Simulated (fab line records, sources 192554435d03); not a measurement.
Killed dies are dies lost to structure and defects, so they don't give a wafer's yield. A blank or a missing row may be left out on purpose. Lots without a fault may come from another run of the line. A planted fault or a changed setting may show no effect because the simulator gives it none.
fab line records | flow n5_finfet
record lots=11 wafers=31 last_day=17
route steps=1938 shown BEOL_M9@1445 BEOL_M10@1471
lots that met no fault: from a run of the same line without faults
start_h: hours from the record's first day to the start of the lot's first wafer shown | wait_h: hours since the lot's step before | " the same as in the row above | L1.1+2: a row that stands for several wafers | - no value, or no start given | * or withheld: withheld | < > ~ a bound
route shown NAME@n: a module of which the file shows steps, and the number in the route of the first | usual: mean/standard deviation of fault-free wafers | same: alike in all rows | chamber/n: place in a boat | sites: the reading at each site | _std_site: their standard deviation | _edge_site: outer sites' mean less inner sites' | radius_mm: how far each site lies from the wafer's centre | mask NAME#n: copy n | behind: the tool/chamber that last shaped the wafer | hold: why the lot was held/for how many hours/how that ended | device: the transistor (n, p or np) that didn't switch | end of line: the same wafers' tests at the end of the route | a step without rows: its recipe alone | killed: dies lost to structure and defects at the first sort, not the wafer's yield | map: a wafer's dies, x killed, . not, _ none there
set.NAME: the setting as run; set.NAME@STEP: as run at that earlier step | model.NAME: the simulator's own value behind a step, which no gauge read
steps of the route over a sample of lots; a table a step, a row a wafer
services: from which hour (start_h, from the record's first day; less than 0 if before it) a tool's chamber was out of use, for how many hours, and why
## steps
# step N5_BEOL_M9_STRIP_36
# recipe chemistry=N2/H2 power_w=450 temp_c=40 pressure_mtorr=20 rf_frequency_hz=6e+07 overash_fraction=0.3 bias_power_w=7 h2_frac=0.5 n2_flow_sccm=200 h2_flow_sccm=200
# usual drypump_motor_current_A=5.7/0.56 oes_product_au=0.79/0.065 power_w=450.1/1.4 rf_vpp_V=59.1/1.4 showerhead_plenum_p_Torr=2.53/0.082 throttle_valve_pct=23.49/0.24
# columns lot.wafer tool chamber start_h wait_h drypump_motor_current_A oes_product_au power_w rf_hours_counter_h rf_vpp_V showerhead_plenum_p_Torr throttle_valve_pct
L359.1 rie_diel-02 2 246.83 0.0 6.1 0.81 450.8 85 62.3 2.57 23.65
L359.4 " 0 " " 5.8 0.78 450.1 112 59.7 2.55 23.10
L359.6 " 2 " " 6.1 0.79 450.1 - 58.1 2.57 23.66
L361.2 rie_diel-06 1 252.03 0.0 5.2 0.79 448.7 113 57.9 2.45 23.55
L361.3 " 0 " " 6.2 0.68 450.3 247 61.2 2.51 23.65
L361.5 " 0 " " 6.2 0.68 451.1 - 57.8 2.51 23.66
L360.1 rie_diel-02 3 254.33 0.0 4.7 0.81 450.9 83 59.6 2.46 23.30
L360.4 " 0 " " 5.8 0.81 451.2 114 59.8 2.55 23.06
L360.5 " 3 " " 4.7 0.81 453.6 - 60.2 2.46 23.30
L363.1 rie_diel-05 0 273.83 0.0 5.0 0.74 450.5 185 57.7 2.64 23.34
L363.4 " 0 " " 5.0 0.74 449.4 - 58.2 2.64 23.30
L363.6 " 3 " " 5.8 0.74 450.0 - 58.8 2.64 23.24
L365.2 rie_diel-06 3 279.05 0.0 5.8 0.77 448.0 136 59.3 2.44 23.80
L365.3 " 1 " " 5.2 0.78 448.5 123 55.3 2.45 23.52
L365.6 " 1 " " 5.2 0.78 452.0 - 59.9 2.45 23.55
L366.1 rie_diel-02 1 279.32 0.0 6.4 0.83 450.2 61 58.9 2.69 23.76
L366.4 " 0 " " 5.8 0.79 450.0 121 59.0 2.55 23.06
L366.5 " 2 " " 6.1 0.80 451.6 - 59.8 2.56 23.65
L364.4 rie_diel-06 2 282.37 0.0 6.6 0.97 449.2 - 57.2 2.49 23.48
L364.5 " 1 " " 5.2 0.78 447.5 - 56.4 2.45 23.57
L364.6 " 3 " " 5.8 0.77 448.3 - 57.3 2.44 23.75
L368.1 rie_diel-05 2 300.31 0.0 5.3 0.86 449.1 62 56.2 2.47 23.60
L368.4 " 2 " " 5.3 0.87 449.9 - 60.6 2.47 23.59
L368.6 " 1 " " 6.0 0.72 448.7 - 58.7 2.51 23.07
L374.3 rie_diel-02 3 322.44 0.0 4.7 0.78 450.4 106 58.2 2.45 23.33
L374.4 " 2 " " 6.1 0.78 451.6 109 58.9 2.56 23.70
L374.6 " 2 " " 6.1 0.78 452.0 - 59.6 2.55 23.65
L372.4 rie_diel-02 0 325.35 0.0 5.8 0.77 450.6 135 58.7 2.54 23.09
L372.6 " 2 " " 6.1 0.77 449.6 - 59.1 2.56 23.70
L375.1 rie_diel-02 2 343.87 0.0 6.1 0.77 449.6 119 57.5 2.55 23.68
L375.6 " 1 " " 6.4 0.81 451.1 - 59.1 2.68 23.78
# step N5_BEOL_M9_ECD_50
# recipe material=Cu target_thk_a=3180
# columns lot.wafer tool chamber start_h wait_h
L359.1+4+6 ecd_cu-01 1 251.37 0.1
L361.2+3+5 ecd_cu-01 0,0,1 255.18 0.1
L360.1+4+5 ecd_cu-01 0,1,0 256.30 0.1
L363.1+4+6 ecd_cu-02 1,0,1 276.55 0.1
L365.2+3+6 ecd_cu-01 0,1,0 282.65 0.1
L366.1+4+5 ecd_cu-02 1,0,1 283.36 0.1
L364.4+5+6 ecd_cu-02 1,1,0 285.61 0.1
L368.1+4+6 ecd_cu-02 0 301.85 0.1
L374.3+4+6 ecd_cu-01 1,0,1 325.42 0.1
L372.4+6 ecd_cu-02 1,0 327.76 0.1
L375.1+6 ecd_cu-02 1,0 346.18 0.1
# step N5_BEOL_M9_CMP_52
# recipe stop_on=SiCOH_lowk t_overpolish_s=7 down_force_psi=1 platen_rpm=50 clearing_platen_down_force_psi=1.5 clearing_platen_rpm=50 post_cmp_clean=cu_alkaline target_thk_nm=140 clearing_platen_pad_velocity_m_s=0.99484 pad_velocity_m_s=0.99484
# usual motor_current_A=6.0/0.59 time_to_endpoint_s=67.0/2.5
# columns lot.wafer tool chamber start_h wait_h motor_current_A time_to_endpoint_s
L359.4 cmp-01 1 252.75 0.1 5.9 63.4
L359.1 " 3 " " 5.5 65.7
L359.6 " 2 " " 4.8 67.2
L361.3 cmp-03 2 255.58 0.2 5.8 69.9
L361.2 " 0 " " 5.9 67.4
L361.5 " 2 " " 5.4 67.5
L360.1 cmp-03 2 257.12 0.3 5.7 72.0
L360.4 " 3 " " 6.5 73.7
L360.5 " 2 " " 5.9 69.5
L363.1 cmp-02 2 276.96 0.3 5.7 68.3
L363.4 " 1 " " 6.8 63.9
L363.6 " 2 " " 5.6 70.5
L365.3 cmp-03 2 283.58 0.2 5.6 63.6
L365.2 " 0 " " 5.7 64.5
L365.6 " 2 " " 6.0 62.2
L366.4 cmp-03 2 283.86 0.1 5.6 66.3
L366.1 " 3 " " 6.7 69.9
L366.5 " 2 " " 5.9 66.9
L364.4 cmp-03 3 286.42 0.2 7.3 69.2
L364.6 " 0 " " 5.8 64.4
L364.5 " 1 " " 6.6 65.3
L368.4 cmp-03 3 302.27 0.1 7.0 64.9
L368.1 " 2 " " 5.7 69.1
L368.6 " 0 " " 5.7 66.3
L374.3 cmp-01 1 325.87 0.2 6.1 68.7
L374.4 " 2 " " 4.8 70.2
L374.6 " 1 " " 6.0 69.3
L372.4 cmp-02 2 328.48 0.1 5.8 67.1
L372.6 " 3 " " 6.4 35.1
L375.1 cmp-03 3 346.59 0.3 7.0 32.3
L375.6 " 0 " " 6.0 31.0
# step N5_BEOL_M10_CURE_71
# recipe temp_c=385 time_s=240 ambient=He/Ar material=SiCOH_lowk
# usual lamp_power_pct=52.32/0.054 wafer_temp_C_max=386.5/0.4
# columns lot.wafer tool chamber start_h wait_h lamp_power_pct wafer_temp_C_max
L359.1 uv_cure-03 1 253.32 0.0 52.26 386.1
L359.4 " 1 " " 52.29 386.2
L359.6 " 1 " " 52.37 386.3
L361.2 uv_cure-02 2 256.35 0.2 52.22 387.5
L361.3 " 2 " " 52.29 386.6
L361.5 " 2 " " 52.30 386.7
L360.1 uv_cure-02 2 257.72 0.1 52.35 387.1
L360.4 " 2 " " 52.37 386.9
L360.5 " 2 " " 52.30 386.6
L363.1 uv_cure-03 1 277.56 0.0 52.37 386.3
L363.4 " 1 " " 52.27 386.0
L363.6 " 1 " " 52.21 386.8
L365.2 uv_cure-01 1 284.26 0.2 52.26 386.3
L365.3 " 1 " " 52.36 386.8
L365.6 " 1 " " 52.30 387.1
L366.1 uv_cure-02 0 284.46 0.1 52.29 386.9
L366.4 " 0 " " 52.32 386.9
L366.5 " 0 " " 52.30 386.4
L364.4 uv_cure-02 0 287.42 0.6 52.26 386.0
L364.5 " 0 " " 52.30 386.0
L364.6 " 0 " " 52.36 385.9
L368.1 uv_cure-02 1 302.87 0.0 52.33 386.7
L368.4 " 1 " " 52.31 386.4
L368.6 " 1 " " 52.29 386.1
L374.3 uv_cure-01 1 326.56 0.2 52.31 386.2
L374.4 " 1 " " 52.28 386.2
L374.6 " 1 " " 52.33 386.5
L372.4 uv_cure-02 0 329.29 0.3 52.41 386.5
L372.6 " 0 " " 52.34 386.4
L375.1 uv_cure-01 1 347.22 0.1 52.33 386.3
L375.6 " 1 " " 52.34 386.4
# step N5_BEOL_M10_HM_DEP_02
# recipe material=TiN target_thk_a=200 temp_c=25 chamber_pressure_pa=0.49996
# usual throttle_valve_pct=30.4/0.64
# columns lot.wafer tool chamber start_h wait_h throttle_valve_pct
L359.1 pvd_sputter-03 - 254.80 0.9 30.0
L359.4 " - " " 30.6
L359.6 " - " " 30.7
L361.2 pvd_sputter-01 - 259.19 1.9 30.8
L361.3 " - " " 31.2
L361.5 " - " " 30.1
L360.1 pvd_sputter-01 - 259.39 1.1 31.4
L360.4 " - " " 30.9
L360.5 " - " " 31.3
L363.1 pvd_sputter-03 - 279.31 1.2 30.1
L363.4 " - " " 29.8
L363.6 " - " " 30.8
L365.2 pvd_sputter-01 - 284.79 0.0 31.7
L365.3 " - " " 31.0
L365.6 " - " " 31.9
L366.1 pvd_sputter-02 - 285.08 0.1 31.1
L366.4 " - " " 30.0
L366.5 " - " " 30.8
L364.4 pvd_sputter-03 - 290.54 2.8 30.1
L364.5 " - " " 30.2
L364.6 " - " " 29.7
L368.1 pvd_sputter-03 - 304.67 1.2 30.2
L368.4 " - " " 29.6
L368.6 " - " " 30.7
L374.3 pvd_sputter-02 - 328.29 1.3 30.4
L374.4 " - " " 29.8
L374.6 " - " " 29.8
L372.4 pvd_sputter-02 - 331.42 1.8 29.7
L372.6 " - " " 31.3
L375.1 pvd_sputter-03 - 351.05 3.3 30.4
L375.6 " - " " 29.5
## services
# columns tool chamber start_h hours kind
rie_diel-06 2 235.12 - clean
rie_diel-06 2 235.12 - consumable_replace:focus_ring
cmp-01 - 240.51 0.3 repair
cmp-03 - 246.69 4.0 pm
cmp-03 - 250.69 - consumable_replace:conditioner
cmp-03 - 250.69 - consumable_replace:pad
cmp-02 - 255.37 4.0 pm
cmp-01 - 265.45 0.5 repair
rie_diel-05 1 268.62 5.2 repair
uv_cure-02 - 269.60 5.0 repair
cmp-03 - 273.77 4.5 pm
uv_cure-03 - 284.35 6.0 pm
cmp-03 - 292.87 4.8 pm
uv_cure-01 - 293.69 7.5 pm
pvd_sputter-02 - 295.39 5.2 repair
rie_diel-05 0 295.90 7.5 repair
rie_diel-02 - 306.21 0.9 repair
rie_diel-05 - 311.94 4.3 pm
rie_diel-06 0 313.92 13.7 repair
rie_diel-05 - 332.69 0.7 repair
cmp-03 - 333.31 1.5 repair
cmp-02 - 335.62 5.2 pm
cmp-03 - 341.65 1.3 repair
ecd_cu-01 - 343.97 2.1 repair
## key
first_sign step=N5_BEOL_M9_CMP_52 reading=time_to_endpoint_s direction=down sigmas=14 usual=* struck=*
effect none on later readings
met_at N5_BEOL_M9_ECD_50
struck_lots L372,L375
struck_wafers L372.6,L375.1,L375.6
not_acting_at N5_BEOL_M9_STRIP_36,N5_BEOL_M10_CURE_71,N5_BEOL_M10_HM_DEP_02
onset_between 301.85 327.76
fault kind=process_parameter_drift tool=ecd_cu-02 chamber=- onset_h=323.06 steps=N5_BEOL_M9_ECD_50 channel=target_thk_a offset=* shape=step end_h=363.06 scope=struck_wafers_only acts_in=* stated=*
